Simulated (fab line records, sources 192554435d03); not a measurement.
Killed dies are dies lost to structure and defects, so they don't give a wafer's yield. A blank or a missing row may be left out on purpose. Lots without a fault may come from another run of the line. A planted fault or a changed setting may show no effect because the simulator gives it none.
Split-lot experiment | flow n5_finfet | 7 lots, 21 wafers read, on a route of 1938 steps

THE SPLIT
At N5_BEOL_M11_DEP_56 (deposits SiCN from 3MS/NH3, target thk 30 nm, time 10.5 s), the setting time_s was moved away from the recipe's 10.5 s on 6 of the 21 wafers read, by -5.0% to +8.0%. The other wafers ran this setting at the recipe's value.

The reading is taken at the split's own step.

THE READING
SiCN_of_BEOL_M11_DEP_56.thk_nm (the simulator's own value, which no gauge read), in nm, at N5_BEOL_M11_DEP_56 (deposits SiCN from 3MS/NH3, target thk 30 nm, time 10.5 s). The file gives no usual value for it. The 15 wafers here that ran the recipe average 30.1 nm, standard deviation 0.5 nm.

wafer  | tool, chamber at the split | time_s as run, s | against the recipe | SiCN_of_BEOL_M11_DEP_56.thk_nm, nm | against lot-mates on the recipe
L074.3 | pecvd-03, 1                | 10.5             | recipe             | 29.8                               | -
L074.4 | pecvd-03, 0                | 10.5             | recipe             | 30.8                               | -
L074.6 | pecvd-03, 1                | 10.5             | recipe             | 30.6                               | -
L076.4 | pecvd-01, 2                | 10.5             | recipe             | 30.8                               | -
L076.5 | pecvd-01, 1                | 9.976            | -5.0%              | 29.2                               | -1.4
L076.6 | pecvd-01, 0                | 10.5             | recipe             | 30.4                               | -
L079.3 | pecvd-02, 0                | 10.5             | recipe             | 29.6                               | -
L079.5 | pecvd-02, 2                | 10.5             | recipe             | 30                                 | -
L079.6 | pecvd-02, 0                | 10.5             | recipe             | 30.2                               | -
L085.1 | pecvd-02, 0                | 11.34            | +8.0%              | 32.2                               | +2.8
L085.2 | pecvd-02, 1                | 10.5             | recipe             | 29                                 | -
L085.6 | pecvd-02, 1                | 10.5             | recipe             | 29.8                               | -
L093.4 | pecvd-03, 0,2              | 10.5             | recipe             | 30.6                               | -
L093.5 | pecvd-03, 0,2              | 10.5             | recipe             | 30.6                               | -
L093.6 | pecvd-03, 1                | 10.5             | recipe             | 30.2                               | -
L095.1 | pecvd-02, 2,1              | 11.22            | +6.9%              | 31.6                               | +1.8
L095.2 | pecvd-02, 2,1              | 11.22            | +6.9%              | 31.6                               | +1.8
L095.3 | pecvd-02, 2                | 10.5             | recipe             | 29.8                               | -
L096.4 | pecvd-02, 0                | 10.5             | recipe             | 29.6                               | -
L096.5 | pecvd-02, 1,2              | 10.02            | -4.6%              | 28.6                               | -1.0
L096.6 | pecvd-02, 1,2              | 10.02            | -4.6%              | 28.6                               | -1.0
Where a row lists several chambers, the file gives one row for several wafers and doesn't say which wafer went through which chamber.

THE FIT
A straight line over all 21 wafers: SiCN_of_BEOL_M11_DEP_56.thk_nm changes by +0.248 nm for each +1% of time_s; r = +0.87; the points scatter about the line by 0.48 nm.
The same after taking each lot's own level away (the mean of its wafers on the recipe; 21 wafers): +0.28 nm for each +1%; r = +0.95; scatter 0.3 nm.
On that fit, the largest move of time_s shifts the reading by 2.2 nm.
The lots' own levels span 29.40 to 30.60 nm, that is 2.4 times the standard deviation above.
So the lot-to-lot level changes the slope: the two fits differ.
Check: with one of the wafers moved furthest among these (+8.0%) left out of the fit, the line predicts +2.05 nm for it against its lot-mates. It came out at +2.8 nm against them.

OTHER SPLITS ON THESE WAFERS
These wafers also went through other splits before the reading. Each is held against what the fit with the lots' levels taken away leaves over:
other split on the same wafers | wafers away from the commonest value | r with SiCN_of_BEOL_M11_DEP_56.thk_nm (lot level and that fit taken away)
N5_BEOL_M10_COAT_60 spin_rpm   | 7                                    | -0.32
N5_BEOL_M10_EXPOSE_08 dose_mj  | 6                                    | +0.18
N5_BEOL_M11_COAT_22 spin_rpm   | 6                                    | -0.10
N5_BEOL_M11_ETCH_66 time_s     | 7                                    | -0.07

THE FILE'S OWN FIT
SiCN_of_BEOL_M11_DEP_56.thk_nm changes by +0.295 nm for each +1% of time_s, r = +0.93.
